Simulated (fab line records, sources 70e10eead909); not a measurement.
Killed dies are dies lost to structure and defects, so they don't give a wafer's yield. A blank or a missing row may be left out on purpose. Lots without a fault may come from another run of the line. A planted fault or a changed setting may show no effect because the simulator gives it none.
fab line records | flow nand_harc
record lots=23 wafers=69 last_day=34
route steps=1302 shown A_CONTACT@1098 A_M1@1182 A_BONDPAD@1221
lots that met no fault: from a run of the same line without faults
start_h: hours from the record's first day to the start of the lot's first wafer shown | wait_h: hours since the lot's step before | " the same as in the row above | L1.1+2: a row that stands for several wafers | - no value, or no start given | * or withheld: withheld | < > ~ a bound
route shown NAME@n: a module of which the file shows steps, and the number in the route of the first | usual: mean/standard deviation of fault-free wafers | same: alike in all rows | chamber/n: place in a boat | sites: the reading at each site | _std_site: their standard deviation | _edge_site: outer sites' mean less inner sites' | radius_mm: how far each site lies from the wafer's centre | mask NAME#n: copy n | behind: the tool/chamber that last shaped the wafer | hold: why the lot was held/for how many hours/how that ended | device: the transistor (n, p or np) that didn't switch | end of line: the same wafers' tests at the end of the route | a step without rows: its recipe alone | killed: dies lost to structure and defects at the first sort, not the wafer's yield | map: a wafer's dies, x killed, . not, _ none there
set.NAME: the setting as run; set.NAME@STEP: as run at that earlier step | model.NAME: the simulator's own value behind a step, which no gauge read
steps of the route over a sample of lots; a table a step, a row a wafer
services: from which hour (start_h, from the record's first day; less than 0 if before it) a tool's chamber was out of use, for how many hours, and why
## steps
# step NHARC_A_CONTACT_ETCH_110
# recipe target_depth_a=600 overetch_a=60 time_s=33 ion_energy_ev=100 cf4_flow_sccm=80 o2_flow_sccm=20 ar_flow_sccm=0 rf_w=300 bias_w=100 chemistry=CF4/O2
# usual chamber_pressure_mTorr=30.001/0.028 drypump_motor_current_A=5.8/0.43 oes_product_au=1.003/0.0078 rf_vpp_V=198.1/1.2 showerhead_plenum_p_Torr=1.35/0.041 throttle_valve_pct=13.399/0.0099
# columns lot.wafer tool chamber start_h wait_h chamber_pressure_mTorr drypump_motor_current_A oes_product_au rf_hours_counter_h rf_vpp_V showerhead_plenum_p_Torr throttle_valve_pct
L074.2 rie_diel-03 1 514.33 0.1 29.967 6.1 1.000 7 198.9 1.39 13.405
L074.3 " 2 " " 30.028 5.9 1.003 8 196.0 1.30 13.403
L074.5 " 0 " " 30.016 5.3 0.997 - 197.9 1.35 13.382
L075.1 rie_diel-03 3 535.75 0.2 30.051 6.4 0.992 10 198.5 1.38 13.401
L075.4 " 0 " " 29.957 5.3 0.991 9 198.5 1.35 13.379
L075.2 " 1 " " 29.991 6.2 0.997 9 199.1 1.39 13.402
L077.2 rie_diel-11 0 535.82 0.1 30.023 5.3 1.000 35 196.8 1.24 13.411
L077.1 " 1 " " 30.009 5.8 1.009 29 196.4 1.28 13.402
L077.5 " 3 " " 30.011 5.7 1.011 - 198.4 1.38 13.403
L076.4 rie_diel-04 3 545.71 0.1 30.021 5.0 1.009 1 197.1 1.30 13.394
L076.5 " 0 " " 30.045 5.6 1.010 - 198.1 1.37 13.407
L076.6 " 1 " " 29.989 5.7 1.009 - 199.7 1.36 13.391
L078.1 rie_diel-03 0 549.97 0.1 30.017 5.3 0.995 13 198.5 1.35 13.402
L078.3 " 2 " " 29.959 5.9 1.015 14 198.3 1.30 13.411
L078.5 " 0 " " 30.046 5.3 0.995 - 197.7 1.35 13.414
L079.1 rie_diel-04 3 552.28 0.1 30.008 5.0 1.005 3 196.0 1.30 13.400
L079.3 " 2 " " 29.990 5.9 1.016 3 198.3 1.35 13.400
L079.5 " 0 " " 29.969 5.6 1.013 - 198.7 1.37 13.418
L080.2 rie_diel-11 0 578.02 0.0 29.984 5.4 1.005 53 193.6 1.24 13.393
L080.6 " 0 " " 30.006 5.3 0.996 - 195.9 1.24 13.399
L080.5 " 1 " " 29.953 5.8 1.009 - 195.2 1.28 13.395
L081.1 rie_diel-03 1 586.00 0.1 30.018 6.2 0.999 17 198.7 1.39 13.399
L081.4 " 2 " " 29.974 5.9 1.006 - 198.5 1.30 13.393
L081.6 " 1 " " 30.006 6.1 0.994 - 199.0 1.39 13.390
L082.1 rie_diel-04 3 603.13 0.1 30.006 5.0 1.002 21 196.5 1.30 13.399
L082.2 " 0 " " 29.995 5.6 1.008 23 197.1 1.37 13.390
L082.5 " 0 " " 29.948 5.6 1.014 - 197.5 1.37 13.404
L084.2 rie_diel-03 3 605.58 0.0 30.009 6.5 0.997 21 198.0 1.38 13.397
L084.4 " 0 " " 30.013 5.3 0.994 19 198.0 1.34 13.413
L084.6 " 3 " " 30.019 6.5 1.001 - 198.1 1.38 13.393
L083.4 rie_diel-04 1 608.84 0.0 29.951 5.7 1.002 24 199.2 1.36 13.389
L083.3 " 0 " " 30.037 5.6 1.021 25 199.0 1.37 13.398
L083.6 " 2 " " 30.048 5.9 0.989 - 199.3 1.35 13.393
L086.1 rie_diel-03 3 626.09 0.0 30.022 6.4 0.999 25 197.0 1.38 13.391
L086.3 " 2 " " 30.000 5.9 1.001 25 195.8 1.30 13.409
L086.5 " 3 " " 29.987 6.5 1.002 - 200.0 1.38 13.394
L087.1 rie_diel-03 1 635.00 0.0 29.962 6.1 0.997 26 198.6 1.39 13.388
L087.2 " 2 " " 30.030 5.9 1.002 27 197.2 1.30 13.388
L087.5 " 1 " " 30.018 6.1 1.003 - 199.4 1.39 13.393
L089.4 rie_diel-03 1 651.95 0.1 30.006 6.1 1.001 1 199.6 1.39 13.390
L089.1 " 2 " " 30.015 5.9 1.006 1 198.1 1.30 13.402
L089.3 " 3 " " 29.997 6.5 0.994 1 199.1 1.37 13.408
L088.2 rie_diel-03 1 653.79 0.1 30.026 6.1 1.000 1 199.8 1.39 13.409
L088.4 " 2 " " 30.052 5.9 1.009 1 197.3 1.30 13.432
L088.6 " 3 " " 30.011 6.5 0.998 - 199.6 1.38 13.403
L091.3 rie_diel-04 0 668.16 0.0 29.987 5.6 1.005 50 199.1 1.36 13.392
L091.4 " 1 " " 30.003 5.7 1.003 48 199.1 1.35 13.418
L091.2 " 2 " " 29.976 5.9 1.004 41 197.4 1.35 13.399
L090.3 rie_diel-03 2 685.79 0.1 29.983 5.9 1.006 6 196.2 1.30 13.419
L090.1 " 0 " " 29.972 5.3 0.998 5 196.4 1.34 13.407
L090.6 " 1 " " 30.013 6.1 1.014 - 199.2 1.39 13.393
L095.1 rie_diel-04 2 702.30 0.1 29.999 6.0 0.999 51 196.9 1.34 13.393
L095.2 " 3 " " 30.045 5.0 1.003 53 196.2 1.29 13.381
L095.3 " 0 " " 30.057 5.6 1.012 62 197.7 1.36 13.389
L092.4 rie_diel-03 1 704.85 0.1 30.024 6.2 1.013 9 198.1 1.38 13.405
L092.3 " 2 " " 30.009 5.9 1.015 9 197.1 1.30 13.396
L092.6 " 1 " " 29.998 6.2 1.011 - 199.2 1.38 13.395
L093.1 rie_diel-11 1 706.01 0.1 30.028 5.8 1.017 28 195.6 1.27 13.381
L093.3 " 2 " " 30.031 5.8 1.011 30 200.1 1.43 13.387
L093.5 " 0 " " 30.016 5.3 1.007 - 200.8 1.44 13.390
L094.2 rie_diel-03 3 719.24 0.1 30.010 6.5 1.006 11 199.6 1.37 13.403
L094.6 " 2 " " 29.990 5.8 1.010 - 196.9 1.29 13.398
L094.5 " 3 " " 30.014 6.5 0.999 - 199.1 1.37 13.392
L096.2 rie_diel-04 2 754.11 0.1 30.005 5.9 1.001 10 197.9 1.34 13.410
L096.6 " 1 " " 30.010 5.7 1.012 - 199.1 1.35 13.406
L096.5 " 2 " " 29.982 6.0 1.004 - 197.6 1.34 13.384
L097.2 rie_diel-03 1 757.71 0.1 30.031 6.1 1.008 17 200.0 1.38 13.407
L097.3 " 3 " " 30.015 6.5 1.012 16 197.9 1.37 13.397
L097.6 " 1 " " 29.979 6.1 1.010 - 198.6 1.38 13.402
# step NHARC_A_CONTACT_INSPECT_23
# usual raw_defect_count=509/130
# columns lot.wafer tool chamber start_h wait_h raw_defect_count
L074.2 defect_inspect-01 - 516.51 0.1 446
L074.3 " - " " 433
L074.5 " - " " 448
L075.1 defect_inspect-02 - 537.89 0.1 651
L075.2 " - " " 512
L075.4 " - " " 719
L077.1 defect_inspect-01 - 538.04 0.1 845
L077.2 " - " " 804
L077.5 " - " " 663
L076.4 defect_inspect-02 - 547.90 0.1 333
L076.5 " - " " 444
L076.6 " - " " 513
L078.1 defect_inspect-01 - 552.35 0.1 681
L078.3 " - " " 503
L078.5 " - " " 524
L079.1 defect_inspect-01 - 554.53 0.1 345
L079.3 " - " " 390
L079.5 " - " " 343
L080.2 defect_inspect-02 - 580.16 0.1 398
L080.5 " - " " 443
L080.6 " - " " 340
L081.1 defect_inspect-01 - 588.23 0.1 582
L081.4 " - " " 453
L081.6 " - " " 414
L082.1 defect_inspect-02 - 606.02 0.1 589
L082.2 " - " " 713
L082.5 " - " " 1086
L084.2 defect_inspect-01 - 607.72 0.1 494
L084.4 " - " " 358
L084.6 " - " " 527
L083.3 defect_inspect-02 - 610.99 0.1 424
L083.4 " - " " 395
L083.6 " - " " 344
L086.1 defect_inspect-01 - 628.27 0.1 553
L086.3 " - " " 602
L086.5 " - " " 435
L087.1 defect_inspect-02 - 637.96 0.1 762
L087.2 " - " " 621
L087.5 " - " " 643
L089.1 defect_inspect-01 - 654.16 0.1 455
L089.3 " - " " 456
L089.4 " - " " 502
L088.2 defect_inspect-01 - 655.96 0.1 534
L088.4 " - " " 556
L088.6 " - " " 502
L091.2 defect_inspect-01 - 670.36 0.1 474
L091.3 " - " " 405
L091.4 " - " " 335
L090.1 defect_inspect-02 - 687.92 0.1 493
L090.3 " - " " 731
L090.6 " - " " 630
L095.1 defect_inspect-01 - 704.44 0.1 363
L095.2 " - " " 412
L095.3 " - " " 494
L092.3 defect_inspect-02 - 707.01 0.1 479
L092.4 " - " " 370
L092.6 " - " " 373
L093.1 defect_inspect-01 - 708.17 0.1 641
L093.3 " - " " 463
L093.5 " - " " 509
L094.2 defect_inspect-02 - 721.43 0.1 461
L094.5 " - " " 504
L094.6 " - " " 509
L096.2 defect_inspect-01 - 757.11 0.1 585
L096.5 " - " " 593
L096.6 " - " " 518
L097.2 defect_inspect-01 - 759.86 0.1 432
L097.3 " - " " 413
L097.6 " - " " 401
# step NHARC_A_M1_DESCUM_14
# recipe time_s=3 o2_flow_sccm=200 ar_flow_sccm=0 bias_power_w=0 chemistry=O2
# usual chamber_pressure_mTorr=60.00/0.053 drypump_motor_current_A=5.7/0.42 oes_product_au=1.000/0.0073 rf_vpp_V=57.8/0.82 showerhead_plenum_p_Torr=1.91/0.06 throttle_valve_pct=11.310/0.0082
# columns lot.wafer tool chamber start_h wait_h chamber_pressure_mTorr drypump_motor_current_A oes_product_au rf_hours_counter_h rf_vpp_V showerhead_plenum_p_Torr throttle_valve_pct
L074.3 rie_diel-08 1 525.20 0.1 60.00 5.5 0.996 4.4 57.7 1.85 11.305
L074.2 " 3 " " 59.93 5.1 0.998 4.8 58.9 1.91 11.310
L074.5 " 1 " " 59.93 5.5 0.993 - 57.6 1.85 11.301
L075.1 rie_diel-13 1 546.66 0.1 59.96 6.1 1.002 1.2 57.8 1.90 11.317
L075.2 " 0 " " 60.06 5.4 1.003 1.1 56.1 1.80 11.309
L075.4 " 1 " " 60.02 6.1 0.987 - 57.2 1.90 11.307
L077.1 rie_diel-05 3 547.02 0.1 60.10 6.0 0.985 6.2 57.1 2.04 11.308
L077.2 " 1 " " 60.02 6.6 1.004 5.8 58.9 1.94 11.298
L077.5 " 3 " " 60.01 6.0 0.993 - 58.1 2.04 11.306
L076.4 rie_diel-08 0 556.67 0.1 59.92 6.2 1.004 0 57.9 1.90 11.312
L076.5 " 3 " " 60.13 5.1 0.986 - 57.5 1.91 11.306
L076.6 " 0 " " 60.05 6.2 1.002 - 57.3 1.90 11.298
L078.1 rie_diel-08 0 561.20 0.1 60.12 6.2 0.993 0.1 58.1 1.90 11.318
L078.3 " 1 " " 59.98 5.5 1.004 0.1 57.7 1.85 11.307
L078.5 " 1 " " 60.04 5.5 0.997 - 57.4 1.85 11.303
L079.1 rie_diel-13 2 563.36 0.1 60.02 6.2 0.996 1.4 58.1 2.00 11.318
L079.3 " 1 " " 60.03 6.1 1.004 2.0 57.6 1.90 11.317
L079.5 " 3 " " 59.94 5.5 0.998 - 58.9 1.96 11.332
L080.2 rie_diel-13 2 588.82 0.1 60.09 6.2 1.002 3.3 59.7 1.99 11.305
L080.5 " 0 " " 60.04 5.5 1.005 - 58.8 1.80 11.300
L080.6 " 1 " " 59.92 6.1 0.994 - 57.6 1.90 11.306
L081.1 rie_diel-13 1 597.29 0.1 60.00 6.1 0.996 4.3 57.1 1.90 11.308
L081.4 " 3 " " 60.04 5.5 0.999 4.0 59.0 1.96 11.315
L081.6 " 2 " " 60.04 6.2 0.996 - 58.4 1.99 11.305
L082.2 rie_diel-13 3 614.76 0.1 60.00 5.5 0.991 4.6 57.6 1.96 11.324
L082.1 " 1 " " 59.95 6.1 0.989 4.8 56.4 1.90 11.308
L082.5 " 3 " " 60.06 5.5 0.991 - 57.6 1.96 11.304
L084.2 rie_diel-08 3 616.51 0.1 59.98 5.1 1.001 1.3 57.6 1.91 11.306
L084.4 " 3 " " 60.00 5.1 0.999 - 57.7 1.91 11.302
L084.6 " 3 " " 60.02 5.1 1.000 - 58.2 1.91 11.309
L083.3 rie_diel-08 1 619.74 0.1 60.02 5.5 0.996 - 58.1 1.85 11.309
L083.4 " 3 " " 59.99 5.1 0.998 - 57.5 1.91 11.304
L083.6 " 3 " " 59.96 5.1 1.009 - 57.9 1.91 11.308
L086.3 rie_diel-08 0 637.04 0.1 60.02 6.2 1.007 1.6 58.2 1.90 11.314
L086.1 " 2 " " 60.05 5.6 1.005 1.8 58.0 1.87 11.309
L086.5 " 0 " " 60.01 6.2 0.995 - 56.4 1.90 11.320
L087.2 rie_diel-05 3 647.73 0.1 59.86 6.0 1.003 3.3 58.0 2.03 11.294
L087.1 " 2 " " 60.04 6.6 1.009 3.0 57.5 1.91 11.302
L087.5 " 0 " " 60.04 5.8 1.005 - 58.4 1.95 11.299
L089.1 rie_diel-08 3 663.17 0.1 60.01 5.1 0.996 3.2 57.4 1.91 11.321
L089.3 " 0 " " 60.04 6.2 0.997 2.5 57.3 1.90 11.315
L089.4 " 1 " " 59.98 5.5 1.002 3.0 57.6 1.85 11.303
L088.4 rie_diel-08 3 664.95 0.1 59.95 5.1 1.006 3.3 57.9 1.91 11.306
L088.2 " 0 " " 60.06 6.2 0.986 2.6 56.6 1.90 11.312
L088.6 " 2 " " 60.01 5.6 1.001 - 57.4 1.87 11.298
L091.2 rie_diel-05 0 679.56 0.1 60.03 5.8 1.024 3.3 60.0 1.95 11.311
L091.4 " 1 " " 60.04 6.6 1.016 4.3 58.9 1.94 11.317
L091.3 " 3 " " 59.98 6.0 1.010 4.6 59.7 2.03 11.297
L090.1 rie_diel-08 0 696.56 0.1 59.96 6.1 1.002 3.5 57.8 1.90 11.312
L090.3 " 2 " " 60.01 5.6 1.012 4.0 58.0 1.87 11.319
L090.6 " 0 " " 60.10 6.2 1.005 - 57.6 1.90 11.308
L095.1 rie_diel-13 3 713.74 0.1 59.99 5.5 0.984 0.3 57.7 1.96 11.313
L095.3 " 0 " " 59.88 5.4 0.994 0.4 58.4 1.80 11.298
L095.2 " 1 " " 59.95 6.1 0.987 0.4 57.4 1.90 11.313
L092.4 rie_diel-13 1 715.72 0.1 59.98 6.1 1.000 0.5 59.3 1.90 11.314
L092.3 " 3 " " 59.98 5.5 0.989 0.4 57.6 1.96 11.312
L092.6 " 1 " " 60.02 6.1 0.997 - 58.4 1.90 11.314
L093.3 rie_diel-13 0 717.00 0.1 59.98 5.4 0.995 0.5 56.8 1.80 11.315
L093.1 " 3 " " 60.00 5.5 0.992 0.5 58.5 1.96 11.325
L093.5 " 0 " " 59.95 5.4 0.995 - 57.7 1.80 11.319
L094.2 rie_diel-13 1 730.17 0.1 59.94 6.1 1.003 1.5 56.4 1.90 11.307
L094.6 " 3 " " 59.93 5.5 0.995 - 58.4 1.96 11.310
L094.5 " 0 " " 60.03 5.4 0.999 - 56.0 1.80 11.326
L096.2 rie_diel-13 2 766.02 0.1 59.99 6.2 0.993 3.1 58.5 1.99 11.301
L096.5 " 0 " " 60.01 5.5 0.998 - 56.4 1.80 11.314
L096.6 " 1 " " 60.06 6.1 1.001 - 59.1 1.90 11.309
L097.2 rie_diel-13 3 769.12 0.1 59.98 5.5 1.004 3.7 57.4 1.96 11.323
L097.3 " 1 " " 60.09 6.1 1.001 3.0 58.4 1.90 11.315
L097.6 " 0 " " 59.90 5.4 1.000 - 56.5 1.80 11.319
# step NHARC_A_M1_ETCH_28
# recipe target_depth_a=300 over_etch_frac=0.3 time_s=72.99 ion_energy_ev=150 cf4_flow_sccm=50 n2_flow_sccm=100 ar_flow_sccm=150 rf_w=300 bias_w=100 chemistry=CF4/N2
# usual chamber_pressure_mTorr=29.997/0.026 drypump_motor_current_A=5.9/0.45 oes_product_au=1.003/0.0069 rf_vpp_V=314.3/1.6 showerhead_plenum_p_Torr=2.63/0.077 throttle_valve_pct=19.794/0.01
# columns lot.wafer tool chamber start_h wait_h chamber_pressure_mTorr drypump_motor_current_A oes_product_au rf_hours_counter_h rf_vpp_V showerhead_plenum_p_Torr throttle_valve_pct
L074.3 rie_diel-05 3 - - 29.924 6.0 0.999 5.0 316.9 2.79 19.803
L074.2 " 1 " " 30.001 6.5 1.005 4.6 314.1 2.66 19.780
L074.5 " 3 " " 30.008 6.0 1.005 - 317.2 2.79 19.795
L075.1 rie_diel-13 2 - - 29.983 6.2 0.996 1.3 316.4 2.73 19.789
L075.2 " 1 " " 29.982 6.1 0.995 1.4 315.0 2.61 19.804
L075.4 " 1 " " 29.984 6.1 0.983 - 314.8 2.61 19.796
L077.2 rie_diel-05 2 - - 30.038 6.6 1.009 6.3 312.7 2.63 19.795
L077.1 " 0 " " 30.053 5.8 1.013 6.8 314.9 2.67 19.789
L077.5 " 2 " " 29.933 6.6 1.010 - 315.0 2.63 19.780
L076.4 rie_diel-05 0 - - 30.003 5.8 1.006 7.4 315.0 2.67 19.788
L076.6 " 3 " " 29.959 6.0 0.992 - 318.7 2.79 19.791
L076.5 " 0 " " 29.972 5.8 1.003 - 314.1 2.67 19.793
L078.1 rie_diel-05 2 - - 29.990 6.6 0.998 7.4 314.3 2.63 19.782
L078.3 " 3 " " 29.957 6.0 0.988 7.2 315.4 2.79 19.807
L078.5 " 0 " " 30.008 5.8 1.009 - 314.3 2.67 19.808
L079.3 rie_diel-05 2 - - 30.026 6.6 0.999 7.5 313.5 2.63 19.794
L079.1 " 0 " " 30.024 5.8 1.006 7.7 314.4 2.67 19.788
L079.5 " 1 " " 30.025 6.5 1.007 - 313.3 2.66 19.821
L080.2 rie_diel-08 3 - - 30.013 5.1 1.003 0.8 315.8 2.62 19.807
L080.6 " 2 " " 29.947 5.6 1.007 - 313.0 2.57 19.801
L080.5 " 3 " " 29.975 5.1 1.003 - 314.4 2.62 19.799
L081.1 rie_diel-08 2 - - 29.959 5.6 1.009 1.0 312.7 2.57 19.786
L081.4 " 3 " " 30.004 5.1 1.007 0.9 313.8 2.62 19.794
L081.6 " 1 " " 30.016 5.5 1.004 - 313.2 2.55 19.790
L082.2 rie_diel-13 0 - - 30.060 5.4 1.001 5.2 312.3 2.48 19.800
L082.1 " 3 " " 29.998 5.5 1.003 4.8 314.9 2.69 19.796
L082.5 " 1 " " 30.022 6.1 0.990 - 314.2 2.61 19.796
L084.4 rie_diel-13 1 - - 29.994 6.1 0.995 4.9 314.1 2.61 19.813
L084.2 " 0 " " 29.971 5.4 1.003 5.3 310.4 2.48 19.793
L084.6 " 2 " " 30.005 6.2 1.005 - 316.9 2.73 19.799
L083.3 rie_diel-13 3 - - 30.027 5.5 0.990 4.9 316.5 2.69 19.785
L083.4 " 0 " " 29.966 5.4 1.001 5.4 311.7 2.48 19.802
L083.6 " 1 " " 30.000 6.1 1.006 - 316.0 2.61 19.789
L086.3 rie_diel-13 3 - - 29.994 5.5 1.003 5.8 313.1 2.69 19.785
L086.1 " 0 " " 30.018 5.4 1.010 6.1 311.5 2.48 19.778
L086.5 " 1 " " 29.991 6.1 0.996 - 313.8 2.61 19.801
L087.2 rie_diel-13 1 - - 30.003 6.1 1.002 6.0 314.7 2.61 19.793
L087.1 " 2 " " 29.944 6.2 1.009 5.7 316.6 2.73 19.791
L087.5 " 2 " " 30.014 6.2 1.000 - 316.0 2.73 19.787
L089.3 rie_diel-05 2 - - 30.030 6.6 1.015 4.6 314.1 2.63 19.799
L089.4 " 3 " " 30.043 6.0 1.006 4.3 316.6 2.78 19.805
L089.1 " 0 " " 30.011 5.8 1.021 3.1 314.0 2.67 19.798
L088.4 rie_diel-08 3 - - 29.987 5.1 0.992 3.4 312.0 2.62 19.813
L088.2 " 1 " " 30.005 5.5 0.999 3.2 315.5 2.55 19.814
L088.6 " 3 " " 29.970 5.1 1.002 - 314.2 2.62 19.791
L091.4 rie_diel-05 2 - - 30.045 6.6 1.005 4.9 313.9 2.63 19.781
L091.2 " 0 " " 30.003 5.8 1.014 3.4 316.2 2.67 19.780
L091.3 " 1 " " 29.965 6.5 1.008 4.4 315.5 2.66 19.793
L090.1 rie_diel-08 3 - - 29.980 5.1 1.005 4.7 313.5 2.62 19.799
L090.3 " 0 " " 29.985 6.2 1.013 3.7 313.7 2.61 19.816
L090.6 " 2 " " 29.980 5.6 1.005 - 312.7 2.57 19.810
L095.2 rie_diel-08 0 - - 30.012 6.1 0.999 4.2 313.9 2.61 19.796
L095.1 " 1 " " 30.008 5.5 0.991 4.9 312.7 2.55 19.807
L095.3 " 2 " " 29.981 5.6 1.006 4.7 313.4 2.57 19.791
L092.4 rie_diel-08 2 - - 30.020 5.6 1.009 4.7 313.3 2.57 19.789
L092.3 " 1 " " 30.019 5.5 0.999 4.9 312.4 2.55 19.805
L092.6 " 3 " " 30.019 5.1 1.007 - 314.2 2.62 19.803
L093.3 rie_diel-08 1 - - 29.978 5.5 1.001 5.0 312.2 2.55 19.796
L093.1 " 2 " " 30.026 5.6 1.006 4.8 312.8 2.57 19.785
L093.5 " 3 " " 29.967 5.1 1.011 - 314.0 2.62 19.775
L094.2 rie_diel-05 2 - - 29.998 6.6 1.009 8.9 314.3 2.62 19.796
L094.5 " 3 " " 29.982 6.0 0.997 - 317.5 2.78 19.791
L094.6 " 0 " " 30.012 5.8 1.006 - 313.1 2.67 19.784
L096.2 rie_diel-08 3 - - 29.993 5.1 1.001 1.2 313.1 2.62 19.775
L096.6 " 0 " " 30.021 6.1 1.008 - 314.2 2.61 19.801
L096.5 " 1 " " 29.991 5.5 1.014 - 313.8 2.54 19.801
L097.3 rie_diel-08 2 - - 29.982 5.6 1.010 1.4 312.2 2.57 19.788
L097.2 " 3 " " 30.017 5.1 1.006 1.4 312.7 2.62 19.811
L097.6 " 2 " " 29.994 5.6 1.005 - 312.5 2.57 19.792
# step NHARC_A_BONDPAD_CD_MEAS_13
# usual cd_nm=499.1/1.5
# columns lot.wafer tool chamber start_h wait_h cd_nm
L074.2 cd_sem-01 - 530.21 - 500.6
L074.3 " - " " 502.4
L074.5 " - " " 500.9
L075.1 cd_sem-01 - 551.97 - 498.3
L075.2 " - " " 497.5
L075.4 " - " " 498.5
L077.1 cd_sem-01 - 552.22 - 497.8
L077.2 " - " " 499.7
L077.5 " - " " 499.6
L076.4 cd_sem-03 - 561.87 - 498.3
L076.5 " - " " 499.8
L076.6 " - " " 499.8
L078.1 cd_sem-01 - 566.25 - 498.6
L078.3 " - " " 499.8
L078.5 " - " " 499.7
L079.1 cd_sem-02 - 568.70 - 501.0
L079.3 " - " " 500.4
L079.5 " - " " 500.5
L080.2 cd_sem-02 - 594.76 - 500.6
L080.5 " - " " 500.6
L080.6 " - " " 500.2
L081.1 cd_sem-02 - 602.44 - 501.0
L081.4 " - " " 500.8
L081.6 " - " " 501.8
L082.1 cd_sem-02 - 619.79 - 496.3
L082.2 " - " " 498.2
L082.5 " - " " 496.6
L084.2 cd_sem-03 - 621.51 - 497.7
L084.4 " - " " 498.1
L084.6 " - " " 498.6
L083.3 cd_sem-01 - 624.88 - 500.3
L083.4 " - " " 498.6
L083.6 " - " " 499.7
L086.1 cd_sem-01 - 642.04 - 498.5
L086.3 " - " " 497.1
L086.5 " - " " 496.2
L087.1 cd_sem-01 - 652.75 - 498.2
L087.2 " - " " 500.0
L087.5 " - " " 498.3
L089.1 cd_sem-02 - 668.39 - 502.2
L089.3 " - " " 500.2
L089.4 " - " " 500.5
L088.2 cd_sem-01 - 669.98 - 498.3
L088.4 " - " " 497.2
L088.6 " - " " 497.2
L091.2 cd_sem-03 - 684.58 - 498.9
L091.3 " - " " 499.8
L091.4 " - " " 497.7
L090.1 cd_sem-03 - 701.45 - 497.9
L090.3 " - " " 498.1
L090.6 " - " " 499.2
L095.1 cd_sem-02 - 718.76 - 500.5
L095.2 " - " " 501.4
L095.3 " - " " 500.2
L092.3 cd_sem-01 - 720.65 - 499.4
L092.4 " - " " 500.5
L092.6 " - " " 500.9
L093.1 cd_sem-03 - 722.03 - 496.9
L093.3 " - " " 497.1
L093.5 " - " " 497.7
L094.2 cd_sem-01 - 735.33 - 500.0
L094.5 " - " " 500.0
L094.6 " - " " 498.9
L096.2 cd_sem-02 - 771.08 - 501.7
L096.5 " - " " 499.0
L096.6 " - " " 498.8
L097.2 cd_sem-02 - 774.25 - 499.9
L097.3 " - " " 497.7
L097.6 " - " " 498.2
# step NHARC_A_BONDPAD_PVD_17
# recipe target_thk_a=50 bias_v=168.6 power_w=15000 chamber_pressure_pa=0.12 time_s=8.06 substrate_temp_c=50 material=TaN
# usual bias_v=168.8/1.9 throttle_valve_pct=29.9/0.92
# columns lot.wafer tool chamber start_h wait_h bias_v throttle_valve_pct
L074.2 pvd_sputter-02 - - - 169.5 30.6
L074.3 " - " " 169.4 28.4
L074.5 " - " " 165.3 31.4
L075.4 pvd_sputter-02 - - - 166.3 28.7
L075.2 " - " " 171.2 31.3
L075.1 " - " " 168.5 30.5
L077.1 pvd_sputter-03 - - - 169.0 29.1
L077.2 " - " " 167.9 30.3
L077.5 " - " " 169.0 28.5
L076.4 pvd_sputter-02 - - - 168.5 28.6
L076.5 " - " " 169.1 29.7
L076.6 " - " " 170.1 28.8
L078.3 pvd_sputter-02 - - - 172.7 31.4
L078.1 " - " " 167.9 29.8
L078.5 " - " " 171.2 31.1
L079.1 pvd_sputter-03 - - - 168.3 28.8
L079.3 " - " " 169.6 29.4
L079.5 " - " " 169.5 28.5
L080.2 pvd_sputter-03 - - - 168.6 30.2
L080.5 " - " " 168.2 28.7
L080.6 " - " " 166.8 28.9
L081.1 pvd_sputter-03 - - - 167.2 30.1
L081.4 " - " " 167.9 30.4
L081.6 " - " " 168.5 28.9
L082.2 pvd_sputter-03 - - - 168.5 30.2
L082.1 " - " " 169.9 28.5
L082.5 " - " " 169.0 30.0
L084.2 pvd_sputter-01 - - - 165.8 30.7
L084.4 " - " " 163.2 29.3
L084.6 " - " " 170.3 31.1
L083.3 pvd_sputter-01 - - - 166.6 31.0
L083.4 " - " " 172.7 30.4
L083.6 " - " " 166.3 31.2
L086.1 pvd_sputter-01 - - - 168.4 31.2
L086.3 " - " " 171.3 28.9
L086.5 " - " " 169.5 31.1
L087.1 pvd_sputter-03 - - - 169.5 28.8
L087.2 " - " " 168.7 30.1
L087.5 " - " " 167.4 30.2
L089.3 pvd_sputter-01 - - - 172.2 29.2
L089.4 " - " " 167.1 30.3
L089.1 " - " " 169.8 31.1
L088.4 pvd_sputter-03 - - - 168.4 28.8
L088.2 " - " " 166.9 30.2
L088.6 " - " " 166.8 29.0
L091.2 pvd_sputter-01 - - - 166.8 30.8
L091.3 " - " " 171.6 29.1
L091.4 " - " " 170.7 30.4
L090.1 pvd_sputter-01 - - - 167.7 29.4
L090.3 " - " " 171.6 30.0
L090.6 " - " " 168.5 29.4
L095.1 pvd_sputter-01 - - - 168.4 30.5
L095.3 " - " " 170.9 29.4
L095.2 " - " " 169.3 30.3
L092.3 pvd_sputter-02 - - - 165.7 28.7
L092.4 " - " " 167.8 31.1
L092.6 " - " " 166.5 28.5
L093.3 pvd_sputter-03 - - - 166.1 29.4
L093.1 " - " " 168.9 28.9
L093.5 " - " " 170.1 29.8
L094.2 pvd_sputter-02 - - - 170.0 30.2
L094.5 " - " " 171.5 31.1
L094.6 " - " " 168.2 29.8
L096.2 pvd_sputter-03 - - - 171.3 27.4
L096.5 " - " " 171.7 28.8
L096.6 " - " " 169.1 29.8
L097.2 pvd_sputter-02 - - - 168.4 28.6
L097.3 " - " " 168.3 30.2
L097.6 " - " " 168.0 28.7
## services
# columns tool chamber start_h hours kind
rie_diel-05 2 503.80 13.0 repair
rie_diel-13 - 519.31 9.0 pm
rie_diel-08 - 544.80 9.0 pm
rie_diel-13 3 545.48 4.0 repair
rie_diel-13 2 555.06 7.5 repair
rie_diel-03 0 583.13 5.1 repair
rie_diel-05 - 583.62 9.0 pm
rie_diel-05 - 593.27 6.7 repair
rie_diel-08 2 606.43 14.8 repair
rie_diel-05 - 609.26 15.1 repair
rie_diel-08 0 615.90 8.1 repair
rie_diel-08 1 623.59 8.9 repair
rie_diel-03 - 635.30 9.0 pm
rie_diel-05 2 668.37 4.2 repair
rie_diel-13 - 696.31 9.0 pm
rie_diel-08 2 703.81 1.7 repair
rie_diel-03 0 718.40 1.2 repair
rie_diel-08 - 721.80 9.0 pm
rie_diel-13 - 739.10 0.7 repair
rie_diel-08 0 740.52 8.9 repair
rie_diel-05 1 745.48 2.5 repair
rie_diel-05 3 748.29 3.1 repair
rie_diel-05 - 760.62 9.0 pm
rie_diel-03 1 763.72 4.0 repair
## key
fault none
